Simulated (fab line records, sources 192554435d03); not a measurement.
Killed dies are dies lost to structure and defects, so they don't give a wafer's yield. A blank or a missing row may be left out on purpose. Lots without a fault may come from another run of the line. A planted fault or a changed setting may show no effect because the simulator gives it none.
fab line records | flow n5_finfet
record lots=7 wafers=19 last_day=19
route steps=1938 shown BEOL_M4@1111 BEOL_M12@1622 BEOL_M15@1830 PASSIVATION@1936
lots that met no fault: from a run of the same line without faults
start_h: hours from the record's first day to the start of the lot's first wafer shown | wait_h: hours since the lot's step before | " the same as in the row above | L1.1+2: a row that stands for several wafers | - no value, or no start given | * or withheld: withheld | < > ~ a bound
route shown NAME@n: a module of which the file shows steps, and the number in the route of the first | usual: mean/standard deviation of fault-free wafers | same: alike in all rows | chamber/n: place in a boat | sites: the reading at each site | _std_site: their standard deviation | _edge_site: outer sites' mean less inner sites' | radius_mm: how far each site lies from the wafer's centre | mask NAME#n: copy n | behind: the tool/chamber that last shaped the wafer | hold: why the lot was held/for how many hours/how that ended | device: the transistor (n, p or np) that didn't switch | end of line: the same wafers' tests at the end of the route | a step without rows: its recipe alone | killed: dies lost to structure and defects at the first sort, not the wafer's yield | map: a wafer's dies, x killed, . not, _ none there
set.NAME: the setting as run; set.NAME@STEP: as run at that earlier step | model.NAME: the simulator's own value behind a step, which no gauge read
steps of the route over a sample of lots; a table a step, a row a wafer
services: from which hour (start_h, from the record's first day; less than 0 if before it) a tool's chamber was out of use, for how many hours, and why
## steps
# step N5_BEOL_M4_RC_MEAS_101
# usual DIBL_N=36.4/1.9 DIBL_P=35.8/2.1 IOFF_N=0.158/0.029 IOFF_P=0.21/0.035 ION_N=676/14 ION_P=465/9.7 SS_N=71.5/0.66 SS_P=73.4/0.7 VT_N=249.8/3 VT_P=-250/3.3
# columns lot.wafer tool chamber start_h wait_h DIBL_N[mV/V] DIBL_P[mV/V] IOFF_N[nA/um] IOFF_P[nA/um] ION_N[uA/um] ION_P[uA/um] SS_N[mV/dec] SS_P[mV/dec] VT_N[mV] VT_P[mV]
L679.2 prober-01 0 203.42 0.7 34.4 34.7 0.131 0.20 649 451 71.3 73.2 250.7 -249
L679.4 " 0 " " 33.5 33.8 0.116 0.19 652 456 70.9 73.1 254.2 -249
L679.6 " 0 " " 34.8 35.7 0.143 0.22 674 473 71.7 73.1 250.6 -248
L684.1 prober-02 0 233.13 0.0 37.6 35.5 0.155 0.22 688 474 70.3 73.1 249.2 -248
L684.2 " 0 " " 38.4 36.2 0.171 0.22 690 471 71.1 73.4 250.3 -246
L685.3 prober-01 0 233.73 0.3 37.8 37.2 0.177 0.26 676 473 71.2 73.9 248.1 -248
L685.5 " 0 " " 37.5 37.2 0.171 0.26 676 471 71.5 74.0 248.2 -246
L685.6 " 0 " " 35.5 34.2 0.135 0.20 667 465 70.9 73.1 252.9 -250
L692.1 prober-01 0 282.14 0.0 36.4 36.5 0.190 0.23 687 469 71.2 73.5 245.3 -252
L692.5 " 0 " " 39.2 39.8 0.254 0.29 710 482 72.0 75.0 240.3 -245
L696.2 prober-02 0 306.54 0.3 35.8 34.8 0.155 0.21 671 469 71.1 73.4 250.0 -249
L696.3 " 0 " " 35.2 34.1 0.142 0.19 666 459 71.3 73.4 251.1 -248
L696.5 " 0 " " 34.1 31.6 0.117 0.16 656 448 71.0 72.0 250.5 -251
L700.1 prober-02 0 334.96 0.0 37.2 37.9 0.162 0.22 671 459 72.3 73.8 250.7 -250
L700.2 " 0 " " 35.6 36.8 0.142 0.20 679 464 71.2 72.9 250.5 -249
L700.6 " 0 " " 36.6 37.2 0.151 0.22 670 461 71.8 73.7 252.0 -248
L701.1 prober-01 0 346.11 0.0 33.6 33.7 0.126 0.18 668 463 72.0 72.9 252.8 -250
L701.3 " 0 " " 31.6 31.8 0.110 0.16 667 462 70.6 72.2 253.3 -254
L701.5 " 0 " " 30.2 30.0 0.091 0.14 652 455 70.8 71.9 257.4 -254
# step N5_BEOL_M12_CD_MEAS_17
# recipe target_cd_nm=140 polarity=opening
# usual cd_nm=140.6/2.1
# columns lot.wafer tool chamber start_h wait_h cd_nm
L679.2 cd_sem-01 - 271.29 0.0 139.5
L679.4 " - " " 143.2
L679.6 " - " " 142.4
L685.3 cd_sem-01 - 299.99 0.0 138.4
L685.5 " - " " 138.9
L685.6 " - " " 139.5
L684.1 cd_sem-03 - 305.40 0.0 139.8
L684.2 " - " " 137.9
L692.1 cd_sem-03 - 353.03 0.0 141.3
L692.5 " - " " 140.9
L696.2 cd_sem-01 - 376.53 0.0 145.5
L696.3 " - " " 141.7
L696.5 " - " " 141.0
L700.1 cd_sem-02 - 413.13 0.0 137.9
L700.2 " - " " 138.8
L700.6 " - " " 136.6
L701.1 cd_sem-01 - 421.76 0.0 144.0
L701.3 " - " " 141.0
L701.5 " - " " 143.9
# step N5_BEOL_M12_OVL_MEAS_29
# recipe points_per_wafer=44
# usual M12_OVL=2/5.6
# columns lot.wafer tool chamber start_h wait_h M12_OVL[nm]
L679.2 overlay-01 0 271.78 0.0 14
L679.4 " 0 " " 8
L679.6 " 0 " " 9
L685.3 overlay-02 0 300.35 0.0 -5
L685.5 " 0 " " 2
L685.6 " 0 " " 0
L684.1 overlay-02 0 305.88 0.0 6
L684.2 " 0 " " 14
L692.1 overlay-01 0 354.69 0.0 3
L692.5 " 0 " " 3
L696.2 overlay-02 0 377.01 0.0 1
L696.3 " 0 " " -9
L696.5 " 0 " " -4
L700.1 overlay-01 0 413.49 0.0 0
L700.2 " 0 " " 11
L700.6 " 0 " " 0
L701.1 overlay-01 0 422.24 0.0 7
L701.3 " 0 " " 9
L701.5 " 0 " " 5
# step N5_BEOL_M12_TRENCH_ETCH_34
# recipe chemistry=C4F8/O2/Ar target=SiOC target_depth_a=3189.5 mask_material=SOC pressure_mtorr=30 source_w=3000 bias_w=700 Ar_flow_sccm=400 C4F8_flow_sccm=15 O2_flow_sccm=8 he_inner_torr=15 he_outer_torr=30 time_s=125.5 ion_energy_ev=250
# usual drypump_motor_current_A=5.5/0.59 he_outer_torr=30.00/0.06 oes_product_au=0.81/0.067 rf_vpp_V=666/3.2 showerhead_plenum_p_Torr=3.44/0.11 throttle_valve_pct=24.24/0.24
# same time_s=125.5
# columns lot.wafer tool chamber start_h wait_h drypump_motor_current_A he_outer_torr oes_product_au rf_hours_counter_h rf_vpp_V showerhead_plenum_p_Torr throttle_valve_pct
L679.2 rie_diel-04 1 272.20 0.0 6.3 30.00 0.85 45 669 3.51 23.97
L679.4 " 0 " " 6.2 29.94 0.70 221 664 3.41 24.70
L679.6 " 3 " " 6.2 30.07 0.72 - 668 3.53 24.49
L685.3 rie_diel-04 0 300.77 0.0 6.2 30.00 0.70 229 663 3.40 24.71
L685.5 " 3 " " 6.2 30.00 0.72 - 668 3.52 24.48
L685.6 " 2 " " 4.9 29.98 0.91 - 671 3.64 24.10
L684.1 rie_diel-05 2 306.30 0.0 6.6 29.96 0.80 97 666 3.43 23.99
L684.2 " 3 " " 5.7 30.04 0.79 99 662 3.29 23.90
L692.1 rie_diel-04 0 355.26 0.0 6.2 30.02 0.68 250 664 3.39 24.75
L692.5 " 0 " " 6.2 29.99 0.56 - 663 3.39 24.71
L696.2 rie_diel-03 0 377.47 0.0 5.7 29.90 0.84 74 670 3.60 24.23
L696.3 " 3 " " 5.1 29.98 0.81 92 664 3.32 24.09
L696.5 " 0 " " 5.7 29.89 0.83 - 670 3.60 24.23
L700.1 rie_diel-03 0 414.55 0.0 5.7 29.87 0.81 88 671 3.59 24.24
L700.2 " 3 " " 5.1 29.92 0.79 105 663 3.32 24.08
L700.6 " 1 " " 4.7 30.07 0.76 - 662 3.30 24.60
L701.1 rie_diel-05 0 422.73 0.0 5.1 29.98 0.77 130 666 3.43 24.08
L701.3 " 1 " " 5.5 30.04 0.95 11 668 3.50 24.33
L701.5 " 1 " " 5.5 30.02 0.96 - 669 3.50 24.33
# step N5_BEOL_M12_OCD_MEAS_35
# usual trench_depth_nm=322/5.3
# columns lot.wafer tool chamber start_h wait_h trench_depth_nm
L679.2 ocd-01 - 272.35 0.0 320
L679.4 " - " " 314
L679.6 " - " " 313
L685.3 ocd-01 - 300.92 0.0 319
L685.5 " - " " 316
L685.6 " - " " 328
L684.1 ocd-01 - 306.45 0.0 326
L684.2 " - " " 319
L692.1 ocd-01 - 355.42 0.0 318
L692.5 " - " " 233
L696.2 ocd-02 - 377.62 0.0 324
L696.3 " - " " 325
L696.5 " - " " 323
L700.1 ocd-01 - 414.71 0.0 320
L700.2 " - " " 319
L700.6 " - " " 323
L701.1 ocd-02 - 422.88 0.0 318
L701.3 " - " " 325
L701.5 " - " " 327
# step N5_BEOL_M12_SPUTTER_44
# recipe material=Ta target_thk_a=100 temp_c=50 bias_v=80 power_w=15000 chamber_pressure_pa=0.07 time_s=16.13
# usual cathode_dc_power_W=15000/3 throttle_valve_pct=30.2/1.1
# same time_s=16.13
# columns lot.wafer tool chamber start_h wait_h cathode_dc_power_W throttle_valve_pct
L679.2 pvd_sputter-03 - 273.31 0.0 14997 28.8
L679.4 " - " " 15003 30.7
L679.6 " - " " 15000 29.5
L685.3 pvd_sputter-01 - 302.76 0.0 15001 31.9
L685.5 " - " " 15002 32.2
L685.6 " - " " 14998 31.1
L684.1 pvd_sputter-01 - 307.72 0.0 15003 30.8
L684.2 " - " " 15001 31.3
L692.1 pvd_sputter-01 - 356.98 0.0 14996 32.0
L692.5 " - " " 14998 32.2
L696.2 pvd_sputter-02 - 379.70 0.0 14998 30.2
L696.3 " - " " 14997 29.5
L696.5 " - " " 14998 29.2
L700.1 pvd_sputter-01 - 415.19 0.0 15001 31.2
L700.2 " - " " 15005 32.3
L700.6 " - " " 15004 31.1
L701.1 pvd_sputter-03 - 424.80 0.0 15000 29.1
L701.3 " - " " 15006 29.6
L701.5 " - " " 14998 30.9
# step N5_BEOL_M12_THK_MEAS_50
# recipe thk_meas_gauge=xrf reads=Cu_of_BEOL_M12_ECD_47
# usual M12_THK=336/6.3
# columns lot.wafer tool chamber start_h wait_h M12_THK[nm]
L679.2 film_metro-02 - 274.24 - 332
L679.4 " - " " 324
L679.6 " - " " 324
L685.3 film_metro-01 - 303.69 - 332
L685.5 " - " " 331
L685.6 " - " " 343
L684.1 film_metro-01 - 308.65 - 339
L684.2 " - " " 330
L692.1 film_metro-02 - 357.92 - 332
L692.5 " - " " 243
L696.2 film_metro-02 - 382.16 - 337
L696.3 " - " " 338
L696.5 " - " " 335
L700.1 film_metro-02 - 416.56 - 335
L700.2 " - " " 335
L700.6 " - " " 339
L701.1 film_metro-01 - 425.75 - 331
L701.3 " - " " 340
L701.5 " - " " 342
# step N5_BEOL_M12_RS_MEAS_54
# recipe thk_meas_gauge=four-point-probe reads=Cu_of_BEOL_M12_ECD_47+Ta_of_BEOL_M12_SPUTTER_44+TaN_of_BEOL_M12_SPUTTER_43
# usual M12_RS=0.0593/0.0011
# columns lot.wafer tool chamber start_h wait_h M12_RS[ohm/sq]
L679.2 film_metro-01 - 274.37 0.0 0.0597
L679.4 " - " " 0.0612
L679.6 " - " " 0.0610
L685.3 film_metro-01 - 303.82 0.0 0.0601
L685.5 " - " " 0.0605
L685.6 " - " " 0.0582
L684.1 film_metro-01 - 308.78 0.0 0.0585
L684.2 " - " " 0.0601
L692.1 film_metro-02 - 358.04 0.0 0.0603
L692.5 " - " " 0.0838
L696.2 film_metro-02 - 382.28 0.0 0.0586
L696.3 " - " " 0.0585
L696.5 " - " " 0.0591
L700.1 film_metro-01 - 416.68 0.0 0.0596
L700.2 " - " " 0.0599
L700.6 " - " " 0.0590
L701.1 film_metro-02 - 425.88 0.0 0.0604
L701.3 " - " " 0.0587
L701.5 " - " " 0.0583
# step N5_BEOL_M15_RC_MEAS_101
# usual COMB_M10=1.5e-11/3.2e-12 COMB_M11=1.4e-11/3.3e-12 COMB_M13=4.9e-12/1.3e-12 COMB_M14=3.5e-12/8.9e-13 COMB_M15=2.4e-12/6.7e-13 COMB_M5=3.6e-11/6e-12 COMB_M6=2.6e-11/4.8e-12 COMB_M7=2.6e-11/6.1e-12 COMB_M8=2.5e-11/5.2e-12 COMB_M9=1.4e-11/3.2e-12 SERP_M10=3.02/0.094 SERP_M10_max_site=3.10/0.1 SERP_M11=3.12/0.071 SERP_M12=0.626/0.017 SERP_M12_max_site=0.639/0.018 SERP_M13=0.310/0.0065 SERP_M14=0.158/0.0036 SERP_M5=39.9/1.9 SERP_M6=13.9/0.56 SERP_M7=14.3/0.48 SERP_M8=13.8/0.65 SERP_M8_max_site=14.4/0.68 SERP_M9=3.14/0.084
# columns lot.wafer tool chamber start_h wait_h COMB_M10[S/m] COMB_M11[S/m] COMB_M13[S/m] COMB_M14[S/m] COMB_M15[S/m] COMB_M5[S/m] COMB_M6[S/m] COMB_M7[S/m] COMB_M8[S/m] COMB_M9[S/m] SERP_M10[ohm/um] SERP_M10_max_site[ohm/um] SERP_M11[ohm/um] SERP_M12[ohm/um] SERP_M12_max_site[ohm/um] SERP_M13[ohm/um] SERP_M14[ohm/um] SERP_M5[ohm/um] SERP_M6[ohm/um] SERP_M7[ohm/um] SERP_M8[ohm/um] SERP_M8_max_site[ohm/um] SERP_M9[ohm/um]
L679.2 prober-02 0 289.43 0.2 1.3e-11 1.7e-11 4.1e-12 3.2e-12 1.5e-12 3.2e-11 2.1e-11 2.7e-11 2.3e-11 1.9e-11 3.08 3.22 3.00 0.642 0.654 0.305 0.162 38.1 13.9 14.1 13.6 13.9 3.23
L679.4 " 0 " " 1.3e-11 1.2e-11 4.5e-12 2.9e-12 2.4e-12 4.5e-11 1.9e-11 2.1e-11 2.5e-11 1.2e-11 3.09 3.19 3.14 0.662 0.671 0.304 0.159 38.9 13.7 14.6 14.3 14.8 3.20
L679.6 " 0 " " 1.4e-11 1.3e-11 4.5e-12 3.9e-12 2.4e-12 3.2e-11 1.8e-11 2.2e-11 2.1e-11 2.2e-11 3.17 3.26 3.18 0.652 0.664 0.309 0.161 39.8 14.2 14.1 14.7 15.3 3.17
L685.3 prober-02 0 321.63 0.3 2.2e-11 1.5e-11 5.4e-12 3.7e-12 1.8e-12 3.4e-11 2.2e-11 1.8e-11 2.8e-11 1.2e-11 3.05 3.15 3.06 0.627 0.645 0.297 0.156 37.8 14.5 14.4 14.1 14.5 3.22
L685.5 " 0 " " 2e-11 1.5e-11 5.3e-12 3.2e-12 1.2e-12 3e-11 2.5e-11 2e-11 3.3e-11 1.2e-11 3.11 3.14 3.05 0.650 0.657 0.307 0.159 38.3 14.3 14.3 13.6 14.1 3.22
L685.6 " 0 " " 1.6e-11 1.1e-11 5.8e-12 2.6e-12 1.7e-12 3.4e-11 3.7e-11 1.7e-11 2.7e-11 1.8e-11 3.23 3.32 3.08 0.605 0.617 0.297 0.160 38.6 15.0 14.7 14.0 14.4 3.16
L684.1 prober-01 0 327.71 0.0 1.5e-11 2.8e-11 7.6e-12 5.1e-12 3.2e-12 2.9e-11 2.4e-11 2.7e-11 2.9e-11 1.4e-11 2.88 2.97 3.17 0.623 0.626 0.301 0.162 39.1 13.7 14.2 14.1 14.6 3.20
L684.2 " 0 " " 1.4e-11 1.7e-11 6.7e-12 4.3e-12 2.3e-12 3.5e-11 3.1e-11 3.2e-11 2.9e-11 1.4e-11 3.00 3.13 3.17 0.635 0.655 0.306 0.157 45.6 13.9 15.0 14.0 14.4 3.09
L692.1 prober-01 0 382.14 0.3 1.5e-11 1.2e-11 5.3e-12 3.6e-12 3.1e-12 3.1e-11 2.2e-11 2.2e-11 2.6e-11 1.1e-11 3.20 3.38 3.15 0.666 0.681 0.321 0.152 40.3 14.0 13.9 13.1 13.9 3.26
L692.5 " 0 " " 1.3e-11 1.4e-11 4.1e-12 3.9e-12 4.3e-12 3.8e-11 2.7e-11 3e-11 3.1e-11 1.5e-11 3.17 3.24 3.06 0.938 0.966 0.310 0.157 44.2 14.0 14.4 12.9 13.3 3.07
L696.2 prober-01 0 403.43 0.2 2.1e-11 1.5e-11 4.3e-12 3.5e-12 2.7e-12 4e-11 2.6e-11 3.9e-11 2.3e-11 1.7e-11 2.95 3.00 3.17 0.615 0.622 0.315 0.156 38.4 13.5 13.9 13.9 14.5 3.10
L696.3 " 0 " " 1.6e-11 1.5e-11 6.3e-12 3.7e-12 2.7e-12 4e-11 2e-11 2.2e-11 2.2e-11 1.5e-11 3.00 3.07 3.15 0.619 0.635 0.306 0.155 39.8 13.8 14.7 15.6 16.4 3.15
L696.5 " 0 " " 1.5e-11 1.2e-11 4.3e-12 3.9e-12 3.1e-12 3.5e-11 3.1e-11 2.2e-11 3.5e-11 1e-11 3.02 3.09 3.25 0.621 0.628 0.309 0.153 39.2 13.5 14.2 13.9 14.5 3.16
L700.1 prober-01 0 437.61 0.0 1.1e-11 1.7e-11 5.9e-12 3.3e-12 2.6e-12 2.7e-11 3.1e-11 2.2e-11 2.9e-11 1.5e-11 3.02 3.14 3.19 0.632 0.645 0.315 0.154 38.4 13.5 14.0 14.0 14.3 3.34
L700.2 " 0 " " 1.2e-11 1.4e-11 5.9e-12 3.7e-12 3.2e-12 3.5e-11 2.5e-11 3.6e-11 2e-11 1.6e-11 2.89 2.95 3.11 0.632 0.640 0.326 0.163 36.2 13.3 15.2 13.3 13.7 3.08
L700.6 " 0 " " 1.6e-11 1e-11 6.4e-12 3.8e-12 2.3e-12 3.7e-11 2.6e-11 2.5e-11 2.6e-11 1.4e-11 2.95 3.01 3.13 0.633 0.651 0.317 0.157 37.7 13.9 14.1 13.8 14.3 3.10
L701.1 prober-01 0 445.96 0.0 1.4e-11 1.4e-11 7e-12 3.3e-12 2.5e-12 2.6e-11 3.3e-11 2.5e-11 2.7e-11 1.4e-11 2.84 2.93 3.26 0.609 0.615 0.310 0.160 41.2 13.1 14.7 14.3 15.2 3.25
L701.3 " 0 " " 1.3e-11 1.5e-11 6.1e-12 3e-12 2.9e-12 3.9e-11 3.4e-11 2.6e-11 1.9e-11 1.6e-11 2.94 3.05 3.23 0.607 0.615 0.303 0.155 40.3 13.6 13.9 13.1 13.9 3.30
L701.5 " 0 " " 1.3e-11 1.7e-11 4.9e-12 4.8e-12 2.5e-12 4.3e-11 3.4e-11 1.9e-11 2.2e-11 1.1e-11 2.91 2.96 3.22 0.610 0.622 0.307 0.153 38.8 13.2 13.8 14.6 15.5 3.13
# sites SERP_M12 radius_mm=0,75,75,75,75,140,140,140,140
L679.2 0.644 0.630 0.638 0.651 0.636 0.642 0.654 0.646 0.641
L685.3 0.618 0.638 0.622 0.623 0.616 0.645 0.629 0.627 0.631
L684.1 0.606 0.625 0.625 0.614 0.623 0.626 0.613 0.625 0.620
L692.1 0.663 0.666 0.661 0.670 0.654 0.681 0.665 0.676 0.676
L696.2 0.622 0.612 0.616 0.615 0.609 0.601 0.622 0.611 0.615
L700.1 0.637 0.632 0.644 0.645 0.631 0.638 0.629 0.623 0.618
L701.1 0.609 0.614 0.609 0.602 0.615 0.612 0.605 0.608 0.610
# step N5_PASSIVATION_PROBE_49
# usual defect_limited_yield=91.3/1.3 killed_at_M0_to_M3=34/9.1 killed_at_M4_up=14/5.6 killed_at_contacts=13/5.9 killed_at_front_end=39/11 killed_at_other=3.6/3 killed_dies=102/16 killed_open=68/12 killed_short=33/7.3 sort_bin_4_leakage=0.00/0.01 sort_bin_5_function=5.2/0.89 sort_bin_6_memory=3.2/0.68 sort_bin_8_speed=0.00/0.027 sort_n_pass=1078/16
# same gross_dies=1180 killed_at_back_side=0
# columns lot.wafer tool chamber start_h wait_h defect_limited_yield[%] killed_at_M0_to_M3 killed_at_M4_up killed_at_contacts killed_at_front_end killed_at_other killed_dies killed_open killed_short sort_bin_4_leakage[%] sort_bin_5_function[%] sort_bin_6_memory[%] sort_bin_8_speed[%] sort_n_pass
L679.2 prober-02 - 304.23 0.1 90.0 35 16 19 40 8 118 77 38 0 5.4 4.3 0.08 1061
L679.4 prober-02 - 304.33 0.2 89.2 46 8 28 39 7 128 90 36 0 6.6 3.8 0 1052
L679.6 prober-02 - 304.43 0.3 89.2 42 14 17 49 5 127 93 34 0 6.9 3.7 0 1053
L685.3 prober-01 - 334.15 0.1 92.3 30 12 4 39 6 91 52 38 0 4.4 3.1 0 1089
L685.5 prober-01 - 334.25 0.2 90.3 32 17 17 48 1 115 76 39 0 5.0 4.2 0 1065
L685.6 prober-01 - 334.30 0.3 93.5 27 14 4 32 0 77 56 21 0 3.9 2.5 0 1103
L684.1 prober-01 - 341.74 0.0 87.8 49 10 12 70 3 144 99 44 0 7.8 4.3 0 1036
L684.2 prober-01 - 341.79 0.1 88.6 50 13 18 52 2 135 89 44 0 6.6 4.4 0 1045
L692.1 prober-01 - 397.93 0.0 90.7 53 21 4 30 2 110 70 39 0 5.4 3.4 0 1070
L692.5 prober-01 - 398.13 0.2 93.3 26 16 9 24 4 79 54 20 0.08 4.5 1.9 0.34 1100
L696.2 prober-02 - 417.43 0.1 90.8 38 25 14 31 1 109 75 32 0 6.8 2.2 0 1071
L696.3 prober-02 - 417.48 0.1 92.2 31 8 10 41 2 92 54 38 0 4.9 2.6 0 1088
L696.5 prober-02 - 417.58 0.2 92.4 39 15 6 29 1 90 47 41 0 4.3 3.0 0 1090
L700.1 prober-01 - 450.94 0.0 90.5 29 16 12 45 10 112 66 45 0 5.7 3.6 0 1068
L700.2 prober-01 - 450.99 0.1 90.8 30 18 13 45 2 108 66 37 0 5.5 3.2 0 1072
L700.6 prober-01 - 451.19 0.3 90.7 41 11 11 40 7 110 80 29 0 5.1 3.8 0 1070
L701.1 prober-02 - 462.47 0.0 91.9 22 8 19 45 2 96 48 41 0 4.7 2.5 0 1084
L701.3 prober-02 - 462.57 0.1 94.3 24 6 9 27 1 67 40 24 0 3.4 2.0 0 1113
L701.5 prober-02 - 462.67 0.2 92.4 35 14 15 26 0 90 65 21 0 4.6 3.1 0 1090
# killed by level:class
L679.2 MOL_CONTACT_COAG:geometric_particle:open=12 STI_FIN_REVEAL:geometric_particle:open=9 BEOL_M3:geometric_particle:open=8 MOL_CONTACT_COAG:geometric_particle:short=7 DUMMY_GATE:geometric_particle:open=6 BEOL_M1:geometric_particle:open=6 FIN_SAQP:geometric_particle:short=5 BEOL_M0_SAQP:geometric_particle:open=5
L679.4 MOL_CONTACT_COAG:geometric_particle:open=25 BEOL_M0_SAQP:geometric_particle:open=12 BEOL_M1:geometric_particle:open=8 BEOL_M0_SAQP:geometric_particle:short=7 BEOL_M2:geometric_particle:open=7 BEOL_M3:geometric_particle:open=6 FIN_SAQP:geometric_particle:open=5 STARTING-WAFER:geometric_particle:open=4
L679.6 STI_FIN_REVEAL:geometric_particle:open=20 BEOL_M3:geometric_particle:open=15 MOL_CONTACT_COAG:geometric_particle:open=15 FIN_SAQP:geometric_particle:open=7 BEOL_M0_SAQP:geometric_particle:open=7 BEOL_M4:geometric_particle:open=7 DUMMY_GATE:geometric_particle:open=6 BEOL_M0_SAQP:geometric_particle:short=5
L685.3 STI_FIN_REVEAL:geometric_particle:open=16 BEOL_M0_SAQP:geometric_particle:short=12 BEOL_M0_SAQP:geometric_particle:open=6 BEOL_M2:geometric_particle:open=6 STI_FIN_REVEAL:geometric_particle:short=4 GATE_CUT:geometric_particle:short=4 MOL_CONTACT_COAG:geometric_particle:open=4 BEOL_M2:geometric_particle:short=4
L685.5 STI_FIN_REVEAL:geometric_particle:open=15 MOL_CONTACT_COAG:geometric_particle:open=15 BEOL_M0_SAQP:geometric_particle:open=11 STI_FIN_REVEAL:geometric_particle:short=7 BEOL_M2:geometric_particle:short=7 FIN_SAQP:geometric_particle:open=6 BEOL_M2:geometric_particle:open=6 BEOL_M5:geometric_particle:open=5
L685.6 STI_FIN_REVEAL:geometric_particle:open=15 BEOL_M0_SAQP:geometric_particle:short=11 DUMMY_GATE:geometric_particle:open=8 BEOL_M4:geometric_particle:open=6 BEOL_M2:geometric_particle:open=4 MOL_CONTACT_COAG:geometric_particle:open=4 BEOL_M0_SAQP:geometric_particle:open=4 BEOL_M6:geometric_particle:open=3
L684.1 STI_FIN_REVEAL:geometric_particle:open=20 FIN_SAQP:geometric_particle:open=18 BEOL_M0_SAQP:geometric_particle:open=16 BEOL_M0_SAQP:geometric_particle:short=11 BEOL_M2:geometric_particle:open=11 MOL_CONTACT_COAG:geometric_particle:open=10 FIN_SAQP:geometric_particle:short=9 BEOL_M4:geometric_particle:open=5
L684.2 MOL_CONTACT_COAG:geometric_particle:open=16 FIN_SAQP:geometric_particle:open=14 BEOL_M0_SAQP:geometric_particle:open=12 BEOL_M3:geometric_particle:open=11 FIN_SAQP:geometric_particle:short=8 BEOL_M2:geometric_particle:open=8 GATE_CUT:geometric_particle:short=7 BEOL_M0_SAQP:geometric_particle:short=7
L692.1 BEOL_M0_SAQP:geometric_particle:open=17 BEOL_M0_SAQP:geometric_particle:short=14 BEOL_M4:geometric_particle:open=13 FIN_SAQP:geometric_particle:open=6 FIN_SAQP:geometric_particle:short=6 BEOL_M2:geometric_particle:open=6 BEOL_M1:geometric_particle:open=4 BEOL_M2:geometric_particle:short=4
L692.5 BEOL_M2:geometric_particle:open=8 MOL_CONTACT_COAG:geometric_particle:open=7 BEOL_M0_SAQP:geometric_particle:open=6 FIN_SAQP:geometric_particle:open=5 DUMMY_GATE:geometric_particle:open=5 BEOL_M4:geometric_particle:open=5 BEOL_M0_SAQP:geometric_particle:short=4 BEOL_M12:area_ecd=4
L696.2 MOL_CONTACT_COAG:geometric_particle:open=10 BEOL_M2:geometric_particle:open=10 BEOL_M0_SAQP:geometric_particle:open=9 FIN_SAQP:geometric_particle:open=7 BEOL_M0_SAQP:geometric_particle:short=6 BEOL_M3:geometric_particle:open=6 DUMMY_GATE:geometric_particle:open=5 GATE_CUT:geometric_particle:short=5
L696.3 FIN_SAQP:geometric_particle:short=9 FIN_SAQP:geometric_particle:open=9 MOL_CONTACT_COAG:geometric_particle:open=9 BEOL_M0_SAQP:geometric_particle:short=7 BEOL_M0_SAQP:geometric_particle:open=7 DUMMY_GATE:geometric_particle:open=5 BEOL_M2:geometric_particle:open=5 BEOL_M3:geometric_particle:open=5
L696.5 BEOL_M0_SAQP:geometric_particle:short=11 BEOL_M0_SAQP:geometric_particle:open=8 GATE_CUT:geometric_particle:short=7 BEOL_M1:geometric_particle:short=7 BEOL_M3:geometric_particle:open=7 FIN_SAQP:geometric_particle:short=5 MOL_CONTACT_COAG:geometric_particle:open=5 BEOL_M2:geometric_particle:open=5
L700.1 GATE_CUT:geometric_particle:short=9 MOL_CONTACT_COAG:geometric_particle:open=9 STI_FIN_REVEAL:geometric_particle:open=8 FIN_SAQP:geometric_particle:short=7 BEOL_M3:geometric_particle:open=7 BEOL_M0_SAQP:geometric_particle:short=7 BEOL_M4:geometric_particle:open=7 DUMMY_GATE:geometric_particle:open=5
L700.2 BEOL_M4:geometric_particle:open=10 STI_FIN_REVEAL:geometric_particle:open=9 BEOL_M0_SAQP:geometric_particle:short=9 FIN_SAQP:geometric_particle:open=7 GATE_CUT:geometric_particle:short=7 MOL_CONTACT_COAG:geometric_particle:open=7 GATE_CUT:geometric_particle:open=6 MOL_CONTACT_COAG:geometric_particle:short=6
L700.6 BEOL_M0_SAQP:geometric_particle:open=11 MOL_CONTACT_COAG:geometric_particle:open=10 BEOL_M3:geometric_particle:open=10 FIN_SAQP:geometric_particle:open=8 STI_FIN_REVEAL:geometric_particle:open=8 GATE_CUT:geometric_particle:short=8 BEOL_M2:geometric_particle:open=5 GATE_CUT:geometric_particle:open=4
L701.1 FIN_SAQP:geometric_particle:short=13 MOL_CONTACT_COAG:geometric_particle:open=13 BEOL_M3:geometric_particle:open=10 FIN_SAQP:geometric_particle:open=7 MOL_CONTACT_COAG:geometric_particle:short=6 HKMG_FIN:area_etch=5 BEOL_M2:geometric_particle:short=4 DUMMY_GATE:geometric_particle:open=3
L701.3 BEOL_M3:geometric_particle:open=12 STI_FIN_REVEAL:geometric_particle:open=5 MOL_CONTACT_COAG:geometric_particle:open=5 DUMMY_GATE:geometric_particle:open=4 MOL_CONTACT_COAG:geometric_particle:short=4 ILD0:geometric_particle:short=3 BEOL_M3:geometric_particle:short=3 STARTING-WAFER:geometric_particle:short=3
L701.5 MOL_CONTACT_COAG:geometric_particle:open=12 BEOL_M3:geometric_particle:open=10 BEOL_M2:geometric_particle:open=7 STI_FIN_REVEAL:geometric_particle:open=6 BEOL_M0_SAQP:geometric_particle:short=6 DUMMY_GATE:geometric_particle:open=5 BEOL_M0_SAQP:geometric_particle:open=4 BEOL_M6:geometric_particle:open=4
## services
# columns tool chamber start_h hours kind
rie_diel-04 0 267.86 1.3 repair
rie_diel-03 - 317.11 0.4 repair
rie_diel-03 - 340.17 4.3 pm
rie_diel-04 0 355.39 - clean
rie_diel-04 0 355.39 - consumable_replace:focus_ring
rie_diel-05 1 364.60 - clean
rie_diel-05 1 364.60 - consumable_replace:focus_ring
rie_diel-05 1 364.60 27.4 scheduled_down
rie_diel-05 1 364.60 27.4 vent_cycle
rie_diel-04 3 385.64 - clean
rie_diel-04 3 385.64 - consumable_replace:focus_ring
rie_diel-04 3 385.64 13.7 scheduled_down
rie_diel-04 3 385.64 13.7 vent_cycle
rie_diel-04 - 386.34 1.0 repair
## key
first_sign step=N5_BEOL_M12_OCD_MEAS_35 reading=trench_depth_nm direction=down sigmas=17 usual=322 struck=233
effect step=N5_BEOL_M12_THK_MEAS_50 reading=M12_THK direction=down sigmas=15 usual=336 struck=243
effect step=N5_BEOL_M12_RS_MEAS_54 reading=M12_RS direction=up sigmas=23 usual=0.0593 struck=0.0838
effect step=N5_BEOL_M15_RC_MEAS_101 reading=SERP_M12 direction=up sigmas=18 usual=0.626 struck=0.938
effect step=N5_PASSIVATION_PROBE_49 reading=sort_bin_8_speed direction=up sigmas=4 usual=0.00 struck=0.34
met_at N5_BEOL_M12_TRENCH_ETCH_34
struck_lots L692
struck_wafers L692.5
not_acting_at N5_BEOL_M12_CD_MEAS_17,N5_BEOL_M12_OVL_MEAS_29,N5_BEOL_M12_SPUTTER_44
onset_between 300.77 355.26
fault kind=process_parameter_drift tool=rie_diel-04 chamber=- onset_h=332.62 steps=N5_BEOL_M12_TRENCH_ETCH_34 channel=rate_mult offset=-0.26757 shape=step end_h=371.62 scope=struck_wafers_only
